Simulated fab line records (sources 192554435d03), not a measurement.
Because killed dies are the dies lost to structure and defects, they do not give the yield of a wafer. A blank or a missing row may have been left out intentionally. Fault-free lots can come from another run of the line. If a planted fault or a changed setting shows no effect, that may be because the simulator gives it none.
Matching of chambers || flow n5 finfet || cmp-04 running N5_MOL_CONTACT_COAG_CMP_23: 4 sister chambers
The step polishes, stops on SiO2, t overpolish 1.5 s, target thk 0 nm. 14 wafers are shown with their chamber, then 7 later ones without.

== WAFERS, EACH WITH ITS CHAMBER ==
{"wafer": "L303.1", "chamber": 1, "time to endpoint s (s)": 11.0, "motor current A (A)": 8.3, "overpolish run s (s)": 1.498}
{"wafer": "L303.4", "chamber": 0, "time to endpoint s (s)": 11.0, "motor current A (A)": 7.0, "overpolish run s (s)": 1.501}
{"wafer": "L303.6", "chamber": 0, "time to endpoint s (s)": 9.9, "motor current A (A)": 7.6, "overpolish run s (s)": 1.482}
{"wafer": "L304.1", "chamber": 1, "time to endpoint s (s)": 11.2, "motor current A (A)": 7.5, "overpolish run s (s)": 1.518}
{"wafer": "L304.2", "chamber": 2, "time to endpoint s (s)": 7.5, "motor current A (A)": 8.0, "overpolish run s (s)": 1.497}
{"wafer": "L304.4", "chamber": 3, "time to endpoint s (s)": 8.0, "motor current A (A)": 7.0, "overpolish run s (s)": 1.516}
{"wafer": "L308.1", "chamber": 2, "time to endpoint s (s)": 5.7, "motor current A (A)": 8.5, "overpolish run s (s)": 1.509}
{"wafer": "L308.2", "chamber": 3, "time to endpoint s (s)": 9.6, "motor current A (A)": 7.2, "overpolish run s (s)": 1.496}
{"wafer": "L308.4", "chamber": 0, "time to endpoint s (s)": 9.9, "motor current A (A)": 7.4, "overpolish run s (s)": 1.479}
{"wafer": "L311.1", "chamber": 3, "time to endpoint s (s)": 6.8, "motor current A (A)": 7.3, "overpolish run s (s)": 1.500}
{"wafer": "L311.4", "chamber": 2, "time to endpoint s (s)": 3.7, "motor current A (A)": 8.4, "overpolish run s (s)": 1.498}
{"wafer": "L311.6", "chamber": 3, "time to endpoint s (s)": 7.4, "motor current A (A)": 7.0, "overpolish run s (s)": 1.515}
{"wafer": "L312.2", "chamber": 2, "time to endpoint s (s)": 8.9, "motor current A (A)": 8.0, "overpolish run s (s)": 1.497}
{"wafer": "L312.4", "chamber": 0, "time to endpoint s (s)": 11.1, "motor current A (A)": 6.7, "overpolish run s (s)": 1.491}

SIGNATURES, as means of the wafers listed above
{"reading": "time to endpoint s", "chamber 0": 10.475, "chamber 1": 11.100, "chamber 2": 6.450, "chamber 3": 7.950, "scatter within a chamber": 1.45}
{"reading": "motor current A", "chamber 0": 7.175, "chamber 1": 7.900, "chamber 2": 8.225, "chamber 3": 7.125, "scatter within a chamber": 0.329}
{"reading": "overpolish run s", "chamber 0": 1.48825, "chamber 1": 1.50800, "chamber 2": 1.50025, "chamber 3": 1.50675, "scatter within a chamber": 0.00955}
Rule: for each reading, subtract the chamber's mean from the wafer's reading, divide by that reading's scatter and square the result; add these up over the readings and take the root, which gives the wafer's distance from the chamber. The wafer belongs to the nearest chamber; if the next one is less than 2 further off, it can't be placed. The scatter: take each reading less its chamber's mean, square it, sum over the shown wafers, divide by the number of wafers less the number of chambers, and take the root.

== WAFERS WHOSE CHAMBER IS MISSING ==
{"wafer": "L312.6", "time to endpoint s (s)": 10.7, "motor current A (A)": 7.3, "overpolish run s (s)": 1.510}
{"wafer": "L313.1", "time to endpoint s (s)": 8.8, "motor current A (A)": 7.6, "overpolish run s (s)": 1.500}
{"wafer": "L313.2", "time to endpoint s (s)": 11.3, "motor current A (A)": 7.9, "overpolish run s (s)": 1.487}
{"wafer": "L313.3", "time to endpoint s (s)": 4.8, "motor current A (A)": 8.1, "overpolish run s (s)": 1.503}
{"wafer": "L314.2", "time to endpoint s (s)": 11.0, "motor current A (A)": 7.8, "overpolish run s (s)": 1.520}
{"wafer": "L314.3", "time to endpoint s (s)": 8.5, "motor current A (A)": 8.4, "overpolish run s (s)": 1.492}
{"wafer": "L314.6", "time to endpoint s (s)": 9.6, "motor current A (A)": 7.1, "overpolish run s (s)": 1.505}

== THE CHAMBER EACH PASSED THROUGH ==
{"wafer": "L312.6", "from the rows above": "can't be placed: 1 or 3 or 0", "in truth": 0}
{"wafer": "L313.1", "from the rows above": "can't be placed: 3 or 1 or 0 or 2", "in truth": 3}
{"wafer": "L313.2", "from the rows above": "can't be placed: 1 or 0 or 2 or 3", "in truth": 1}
{"wafer": "L313.3", "from the rows above": 2, "in truth": 2}
{"wafer": "L314.2", "from the rows above": "can't be placed: 1 or 3", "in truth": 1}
{"wafer": "L314.3", "from the rows above": "can't be placed: 2 or 1", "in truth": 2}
{"wafer": "L314.6", "from the rows above": "can't be placed: 3 or 0 or 1", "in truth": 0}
1 of 7 placed correctly. Unplaceable from these rows: 6, with the true chamber sitting among the candidates in 6. Number placed wrongly: 0.
